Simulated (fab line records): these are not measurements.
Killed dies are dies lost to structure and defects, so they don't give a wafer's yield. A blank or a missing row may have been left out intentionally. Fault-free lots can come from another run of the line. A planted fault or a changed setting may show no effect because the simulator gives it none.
Which of the tools did it?    flow n5_finfet    24 lots with 72 wafers sampled at 4 steps, on a route of 1938 steps

WHAT EACH GAUGE READ, for each wafer
N5_BEOL_M7_RS_MEAS_57: a four-point-probe measurement. Usual: for M7_RS the level is 0.283 ohm/sq and the standard deviation is 0.0073.
lot   measured      on             M7_RS (ohm/sq)     flag
L075  day 8 21:23   film_metro-01  0.297 0.294 0.296  
L074  day 8 22:34   film_metro-01  0.278 0.275 0.277  
L076  day 9 01:31   film_metro-01  0.281 0.284 0.287  
L077  day 9 15:04   film_metro-01  0.278 0.289 0.290  
L078  day 10 04:24  film_metro-02  0.288 0.286 0.297  
L079  day 10 07:52  film_metro-02  0.274 0.288 0.295  
L080  day 10 13:54  film_metro-02  0.288 0.286 0.286  
L081  day 11 00:32  film_metro-02  0.272 0.276 0.277  
L083  day 11 05:15  film_metro-02  0.277 0.284 0.295  
L084  day 11 10:51  film_metro-02  0.292 0.275 0.281  
L082  day 11 12:02  film_metro-02  0.279 0.274 0.285  
L085  day 11 20:07  film_metro-01  0.279 0.286 0.274  
L086  day 12 04:49  film_metro-02  0.294 0.280 0.297  
L088  day 12 13:44  film_metro-02  0.286 0.283 0.277  
L087  day 12 14:25  film_metro-01  0.285 0.274 0.279  
L089  day 12 17:12  film_metro-01  0.276 0.289 0.273  
L090  day 12 23:10  film_metro-01  0.286 0.287 0.286  
L091  day 12 23:37  film_metro-01  0.291 0.282 0.279  
L092  day 13 23:41  film_metro-02  0.285 0.290 0.292  
L094  day 14 08:52  film_metro-01  0.274 0.289 0.276  
L093  day 14 12:06  film_metro-01  0.285 0.285 0.278  
L097  day 14 23:11  film_metro-02  0.283 0.284 0.287  
L095  day 15 11:11  film_metro-02  0.281 0.286 0.282  
L096  day 15 13:35  film_metro-02  0.292 0.301 0.287  

N5_BEOL_M8_OVL_MEAS_12. Usual: for M8_OVL the level is -0.4 nm and the standard deviation is 0.69.
lot   measured      on          M8_OVL (nm)     flag
L075  day 9 00:09   overlay-02  -1.0 -0.4 -0.5  
L074  day 9 00:33   overlay-02  1.4 1.1 0.8     
L076  day 9 03:17   overlay-02  -0.9 -0.8 -0.5  
L077  day 9 16:51   overlay-01  0.4 0.8 0.2     
L078  day 10 06:04  overlay-02  0.1 -0.2 -0.9   
L079  day 10 09:51  overlay-01  -1.5 -0.7 -1.3  
L080  day 10 18:32  overlay-01  -0.2 -0.1 0.8   
L081  day 11 04:26  overlay-02  0.1 0.7 0.2     
L083  day 11 07:52  overlay-01  -0.5 -0.3 -0.6  
L084  day 11 12:43  overlay-01  -0.2 0.8 -0.9   
L082  day 11 14:36  overlay-02  -0.4 -1.4 -0.9  
L085  day 12 01:09  overlay-02  -1.2 -0.8 -1.0  
L086  day 12 06:38  overlay-02  -0.8 -0.4 0.3   
L088  day 12 15:49  overlay-02  -0.1 -0.5 -0.7  
L087  day 12 16:11  overlay-01  -0.8 -0.7 -1.2  
L089  day 12 19:23  overlay-01  -1.3 -0.2 -0.7  
L090  day 13 02:55  overlay-01  -0.7 0.3 -0.6   
L091  day 13 03:14  overlay-02  -0.5 -0.7 -0.5  
L092  day 14 01:22  overlay-01  0.3 1.3 -0.7    
L094  day 14 11:49  overlay-01  -0.7 -1.1 -0.1  
L093  day 14 15:28  overlay-02  -0.5 -0.6 -0.6  
L097  day 15 01:19  overlay-02  -0.6 -0.4 0.2   
L095  day 15 12:49  overlay-02  -1.1 -1.2 -2.0  
L096  day 15 16:56  overlay-02  -0.2 0.6 0.0    

N5_BEOL_M8_INSPECT_13: inspects for defects (brightfield). Usual: raw_defect_count reads 427 (standard deviation 100).
lot   measured      on                 raw_defect_count  flag
L075  day 9 00:10   defect_inspect-01  437 385 243       
L074  day 9 00:35   defect_inspect-02  207 291 361       
L076  day 9 03:19   defect_inspect-01  233 355 341       
L077  day 9 16:53   defect_inspect-02  293 456 375       
L078  day 10 06:05  defect_inspect-01  652 591 501       
L079  day 10 09:52  defect_inspect-02  561 362 432       
L080  day 10 18:34  defect_inspect-02  266 377 251       
L081  day 11 04:27  defect_inspect-02  560 729 538       
L083  day 11 07:54  defect_inspect-01  397 327 495       
L084  day 11 12:45  defect_inspect-02  432 267 410       
L082  day 11 14:38  defect_inspect-02  495 477 481       
L085  day 12 01:11  defect_inspect-02  385 581 311       
L086  day 12 06:40  defect_inspect-02  435 512 426       
L088  day 12 15:51  defect_inspect-01  599 690 596       
L087  day 12 16:13  defect_inspect-02  461 373 520       
L089  day 12 19:25  defect_inspect-01  380 615 472       
L090  day 13 02:56  defect_inspect-02  436 458 339       
L091  day 13 03:15  defect_inspect-02  301 331 293       
L092  day 14 01:23  defect_inspect-01  560 428 368       
L094  day 14 11:50  defect_inspect-02  477 533 410       
L093  day 14 15:30  defect_inspect-01  623 461 482       
L097  day 15 01:21  defect_inspect-02  434 408 343       
L095  day 15 12:50  defect_inspect-02  401 381 290       
L096  day 15 16:58  defect_inspect-02  341 427 368       

TOOL THAT RAN EACH LOT (tool first, then ch and the chambers of the sampled wafers, then the start)
lot   N5_BEOL_M8_ILD_DEP_00
L075  pecvd-03 ch 0,1,2, day 8 21:28
L074  pecvd-02 ch 0,1, day 8 22:38
L076  pecvd-02 ch 0,2, day 9 01:35
L077  pecvd-03 ch 0,2, day 9 15:07
L078  pecvd-03 ch 0,2, day 10 04:28
L079  pecvd-02 ch 0,1,2, day 10 07:55
L080  pecvd-02 ch 0,1,2, day 10 13:58
L081  pecvd-04 ch 0,1,2, day 11 00:35
L083  pecvd-04 ch 0,1, day 11 05:19
L084  pecvd-03 ch 0,1,2, day 11 10:55
L082  pecvd-04 ch 0,2, day 11 12:06
L085  pecvd-03 ch 0,1,2, day 11 20:10
L086  pecvd-02 ch 0,1, day 12 04:53
L088  pecvd-04 ch 1,2, day 12 13:47
L087  pecvd-03 ch 0,1, day 12 14:29
L089  pecvd-04 ch 0,1, day 12 17:16
L090  pecvd-04 ch 0,1, day 12 23:15
L091  pecvd-04 ch 0, day 12 23:40
L092  pecvd-04 ch 0,1,2, day 13 23:45
L094  pecvd-04 ch 0,1, day 14 08:56
L093  pecvd-04 ch 0,1, day 14 12:10
L097  pecvd-04 ch 1,2, day 14 23:14
L095  pecvd-03 ch 1,2, day 15 11:14
L096  pecvd-02 ch 0,1,2, day 15 13:39
- N5_BEOL_M8_ILD_DEP_00: deposits SiCOH lowk from DEMS/porogen, target thk 179.75 nm, time 33.4 s.

WHAT THE TOOLS THEMSELVES READ (means of the sampled wafers that have a number; where no wafer has one, the mark that the record gives instead)
N5_BEOL_M8_ILD_DEP_00. Usual: heater_power_w 323 W, standard deviation 43; showerhead_plenum_p_Torr 5.735 Torr, standard deviation 0.015; throttle_valve_pct 13.8 %, standard deviation 0.59.
lot   tool      heater_power_w (W)  showerhead_plenum_p_Torr (Torr)  throttle_valve_pct (%)  flag
L075  pecvd-03  290                 5.745                            13.8                    
L074  pecvd-02  277                 5.734                            14.5                    
L076  pecvd-02  354                 5.736                            13.7                    
L077  pecvd-03  277                 5.747                            13.4                    
L078  pecvd-03  329                 5.747                            13.9                    
L079  pecvd-02  339                 5.746                            14.0                    
L080  pecvd-02  326                 5.733                            14.1                    
L081  pecvd-04  337                 5.726                            13.7                    
L083  pecvd-04  329                 5.731                            13.3                    
L084  pecvd-03  308                 5.747                            13.7                    
L082  pecvd-04  354                 5.736                            13.7                    
L085  pecvd-03  331                 5.739                            13.8                    
L086  pecvd-02  253                 5.733                            14.2                    
L088  pecvd-04  335                 5.733                            13.9                    
L087  pecvd-03  304                 5.737                            14.0                    
L089  pecvd-04  336                 5.733                            13.4                    
L090  pecvd-04  310                 5.730                            13.2                    
L091  pecvd-04  316                 5.736                            13.1                    
L092  pecvd-04  316                 5.731                            13.7                    
L094  pecvd-04  306                 5.722                            13.5                    
L093  pecvd-04  342                 5.716                            13.3                    
L097  pecvd-04  321                 5.739                            14.2                    
L095  pecvd-03  329                 5.746                            13.3                    
L096  pecvd-02  326                 5.740                            14.1                    

THE ANSWER, worked out from the rows above alone
Rule: a lot counts as off when the mean over its wafers that have a number is more than 3 standard deviations away from the usual mean. Also off: a lot with no number at a reading for which 4 or more lots have one. The other lots that the step has rows for count as sound. Order of review: gauges by route order, followed by the tools' own readings, for which a lot's mean as printed above is used. The first step at which some lot is off is used, and at that step the reading that is off furthest; a lot without a number counts as furthest.
Across all readings shown, no lot is off: no conclusion can be drawn from this.

WHAT THE SIMULATOR HAD PUT IN
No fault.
